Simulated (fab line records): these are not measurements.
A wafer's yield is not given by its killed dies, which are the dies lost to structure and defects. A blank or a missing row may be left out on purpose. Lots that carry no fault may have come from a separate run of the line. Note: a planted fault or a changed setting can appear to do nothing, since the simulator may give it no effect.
Chamber matching    flow nand-harc    cmp-02 running NHARC_P_CONTACT_CMP_24: 4 sister chambers
The step polishes, t overpolish 30 s, target thk 200 nm. 18 wafers are shown with their chamber, then 9 later ones without.

## WAFERS, EACH WITH ITS CHAMBER
wafer   chamber  motor-current-A (A)  time-to-endpoint-s (s)  overpolish-run-s (s)
L079.1  1        11.4                 36                      29.999
L079.2  3        11.4                 38                      29.982
L079.6  1        11.8                 36                      29.988
L082.1  0        11.4                 43                      29.997
L082.4  1        12.1                 34                      30.013
L082.6  1        11.6                 31                      30.014
L084.2  2        9.5                  38                      29.995
L084.4  1        11.9                 34                      30.009
L084.6  2        9.8                  35                      30.002
L085.1  0        11.8                 44                      29.991
L085.2  1        12.1                 38                      29.984
L085.3  3        11.2                 39                      29.996
L087.1  1        11.2                 36                      29.993
L087.4  0        11.6                 41                      29.984
L087.6  1        11.4                 39                      29.984
L090.1  2        9.8                  34                      29.988
L090.3  3        11.7                 35                      29.995
L090.6  2        9.8                  33                      30.001

SIGNATURES (averages over the wafers above)
reading             chamber 0  chamber 1  chamber 2  chamber 3  scatter within a chamber
motor-current-A     11.600     11.688     9.725      11.433     0.278
time-to-endpoint-s  42.67      35.50      35.00      37.33      2.26
overpolish-run-s    29.99067   29.99800   29.99650   29.99100   0.0102
Rule: a wafer's distance from a chamber is the root of the sum, over the readings, of the square of ((its reading less the chamber's mean) divided by the reading's scatter). If the next closest chamber is less than 2 further off than the closest, the wafer can't be placed; otherwise it belongs to the closest. The scatter: the root of (the sum of the squares of (reading less its chamber's mean) over the shown wafers, divided by (wafers less chambers)).

## WAFERS WITH NO CHAMBER GIVEN
wafer   motor-current-A (A)  time-to-endpoint-s (s)  overpolish-run-s (s)
L091.4  11.7                 37                      30.003
L091.5  11.2                 42                      30.002
L091.6  9.9                  40                      30.008
L095.1  11.5                 41                      30.009
L095.3  11.7                 44                      30.012
L095.6  11.7                 41                      29.991
L094.1  11.5                 35                      30.003
L094.2  10.0                 37                      30.003
L094.5  11.3                 37                      30.003

## WHICH CHAMBER EACH WENT THROUGH
wafer   from the rows above           in truth
L091.4  can't be placed: 1 or 3 or 0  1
L091.5  can't be placed: 0 or 3 or 1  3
L091.6  2                             2
L095.1  can't be placed: 0 or 3 or 1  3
L095.3  can't be placed: 0 or 3 or 1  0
L095.6  can't be placed: 0 or 3 or 1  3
L094.1  can't be placed: 1 or 3       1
L094.2  2                             2
L094.5  can't be placed: 3 or 1 or 0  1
2 of 9 placed correctly. From these rows, 7 cannot be placed; in 7 the true chamber is one of the candidates. 0 placed wrongly.
